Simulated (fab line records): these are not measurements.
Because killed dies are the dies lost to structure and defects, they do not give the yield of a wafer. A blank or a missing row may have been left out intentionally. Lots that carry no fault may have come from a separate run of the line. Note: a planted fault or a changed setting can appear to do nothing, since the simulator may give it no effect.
A lot that was struck, set against a sound lot ; flow n5Finfet ; 36 steps out of a route of 1938
Sound: the wafers L118.2, L118.4, L118.6. Struck: wafer L127.4 (left out: L127.3, a lot-mate that was not struck); the cause follows at the end.
For every step that has rows: the tool of each side, followed by ch and its chambers, followed by its first start. Under that, the readings that differ: sound wafers ; struck wafers ; difference of the means ; sigmas: that difference in standard deviations of wafers without a fault.
alike: readings with means less than 2 such deviations apart, plus words and numbers identical on both sides. not compared: withheld readings, readings lacking a value on some wafer, bounds such as >300 that could conceal the same value, and numbers that have no deviation in the record and whose values overlap.
The two part at a step that has a row with sigmas, a row that says differs or no value, or rows on one side only. Numbers that don't overlap but have no deviation are shown without sigmas and don't part them. Lack of a reading on every wafer of one side parts them only where that side has two or more wafers.

first, 9 steps without rows for these wafers: N5_MOL_CONTACT_COAG_SRD_128 (dry time 32 s); N5_MOL_CONTACT_COAG_CMP_52 (polishes, stops on SiO2, t overpolish 1.5 s, target thk 66.5 nm); N5_MOL_CONTACT_COAG_ANNEAL_112 (time 1800 s); N5_BEOL_M0_SAQP_PECVD_00 (deposits SiCN from 3MS/NH3, target thk 8 nm, time 14 s); N5_BEOL_M0_SAQP_ILD_DEP_01 (deposits SiOC from DEMS/O2, target thk 45.419 nm, time 8.7 s); N5_BEOL_M0_SAQP_HM_DEP_02 (deposits TiN, target thk 12 nm); N5_BEOL_M0_SAQP_PECVD_03 (deposits SiCN from 3MS/NH3, target thk 12 nm, time 21.1 s); N5_BEOL_M0_SAQP_PECVD_96 (deposits a-Si from SiH4/He, target thk 45 nm, time 45.2 s); N5_BEOL_M0_SAQP_PECVD_97 (deposits SiNx from SiH4/NH3/N2, target thk 23 nm, time 19.9 s).
N5_BEOL_M0_SAQP_PECVD_04: deposits a-Si from SiH4/He, target thk 60 nm, time 60.2 s.
  sound on pecvd-02 ch 0,2, day 7 03:07; struck on pecvd-02 ch 1, day 9 14:54
reading;sound;struck;difference;sigmas
throttleValvePct (%);17.7 18.0 17.7;19.6;+1.8;+2
model.a-Si_of_BEOL_M0_SAQP_PECVD_04.thkNm (nm);59.6 60 61.2;44;-16;
  alike: chamberPressureTorr, heaterPowerW, showerheadPlenumPTorr
N5_BEOL_M0_SAQP_THK_MEAS_05:
  sound on filmMetro-02, day 7 03:13; struck on filmMetro-02, day 9 14:59
reading;sound;struck;difference;sigmas
thkNm (nm);59.5 60.0 61.1;44.0;-16.2;-22
then, 15 steps without rows for these wafers: N5_BEOL_M0_SAQP_HM_DEP_111 (deposits SiO2 from SiH4/N2O, target thk 12 nm, time 7.2 s); N5_BEOL_M0_SAQP_COAT_81 (time 60 s, resist thk 100 nm); N5_BEOL_M0_SAQP_COAT_82 (time 60 s, resist thk 30 nm); N5_BEOL_M0_SAQP_COAT_08 (resist thk 90 nm); N5_BEOL_M0_SAQP_EBR_10; N5_BEOL_M0_SAQP_SOFTBAKE_09 (time 60 s); N5_BEOL_M0_SAQP_EXPOSE_11 (exposes mask M0 CORE, target cd 42 nm); N5_BEOL_M0_SAQP_PEB_12 (peb time 60 s); N5_BEOL_M0_SAQP_DEVELOP_13 (develop time 30 s); N5_BEOL_M0_SAQP_DESCUM_19 (chemistry O2, time 7.9 s); N5_BEOL_M0_SAQP_ETCH_83 (etches SiARC in CF4, target depth 39 nm, time 65 s); N5_BEOL_M0_SAQP_ETCH_84 (etches SOC in N2/H2, target depth 100 nm, overetch 20 nm, time 150 s); N5_BEOL_M0_SAQP_STRIP_80 (strips in N2/H2); N5_BEOL_M0_SAQP_HM_OPEN_112 (chemistry CHF3/O2, target SiO2, stops on a-Si, target depth 12 nm, time 13.5 s); N5_BEOL_M0_SAQP_STRIP_113 (strips in CHF3/O2).
N5_BEOL_M0_SAQP_MANDREL_ETCH_20: etches a-Si in HBr/Cl2, stops on SiNx, target depth 60 nm, bt time 10 s, time 30 s.
  sound on rieSi-06 ch 0,1, day 7 03:57; struck on rieSi-06 ch 0, day 9 15:43
reading;sound;struck;difference;sigmas
oesProductAu (a.u.);0.771 0.776 0.791;0.656;-0.123;-12
model.etch.depthNm (nm);59.53 60.02 61.08;43.91;-16.30;
  alike: biasW, drypumpMotorCurrentA, heBacksideLeakSccm, throttleValvePct
  not compared: rfHoursCounterH
then, 5 steps without rows for these wafers: N5_BEOL_M0_SAQP_STRIP_86 (strips in N2/H2); N5_BEOL_M0_SAQP_STRIP_115 (strips in post etch residue remover, time 60 s); N5_BEOL_M0_SAQP_SRD_93 (time 30 s); N5_BEOL_M0_SAQP_RECESS_114 (chemistry HF/NH3, target SiO2, target depth 14.4 nm, afs cycles 3, sublimation time 60 s); N5_BEOL_M0_SAQP_SPACER1_ALD_98 (deposits SiO2, target thk 12.8 nm, pulse time 1 s, purge time 2 s).
N5_BEOL_M0_SAQP_SPACER1_ETCHBACK_99: etches SiO2 in CHF3/O2, target depth 15.4 nm, time 7.7 s.
  sound on rieDiel-04 ch 1,2, day 7 05:03; struck on rieDiel-04 ch 2, day 9 16:48
reading;sound;struck;difference;sigmas
model.a-Si_of_BEOL_M0_SAQP_PECVD_04.thkNm (nm);59 59.4 60.4;43.4;-16.2;
  alike: O2_flow_sccm, biasW, drypumpMotorCurrentA, oesProductAu, rfVppV, showerheadPlenumPTorr, throttleValvePct
  not compared: rfHoursCounterH
then, 1 step without rows for these wafers: N5_BEOL_M0_SAQP_MANDREL1_REMOVE_100 (chemistry HBr/Cl2/O2, target a-Si, stops on SiNx, bt time 10 s).
-- record jumps: 3 days separate the struck wafers' starts on either side; left off in module BEOL_M0_SAQP, taken up again in module BEOL_M4, whose first shown step is the route's number 1111 --
N5_BEOL_M4_RC_MEAS_101:
  sound on prober-01 ch 0, day 9 15:56; struck on prober-02 ch 0, day 12 05:35
reading;sound;struck;difference;sigmas
SS_N (mV/dec);70.3 70.3 71.3;71.8;+1.2;+2
  alike: DIBL_N, DIBL_P, IOFF_N, IOFF_P, ION_N, ION_P, SS_P, VT_N, VT_P
N5_PASSIVATION_PROBE_49:
  rows exist in the record for the sound wafers here (prober-01, day 14 04:43), none for the struck ones

## WHERE THEY PART
Last at N5_PASSIVATION_PROBE_49 as far as this record goes, first at N5_BEOL_M0_SAQP_PECVD_04.

WHY: whatever the simulator had introduced
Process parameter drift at N5_BEOL_M0_SAQP_PECVD_04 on pecvd-02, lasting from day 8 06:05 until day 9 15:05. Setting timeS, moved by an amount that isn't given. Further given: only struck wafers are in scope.
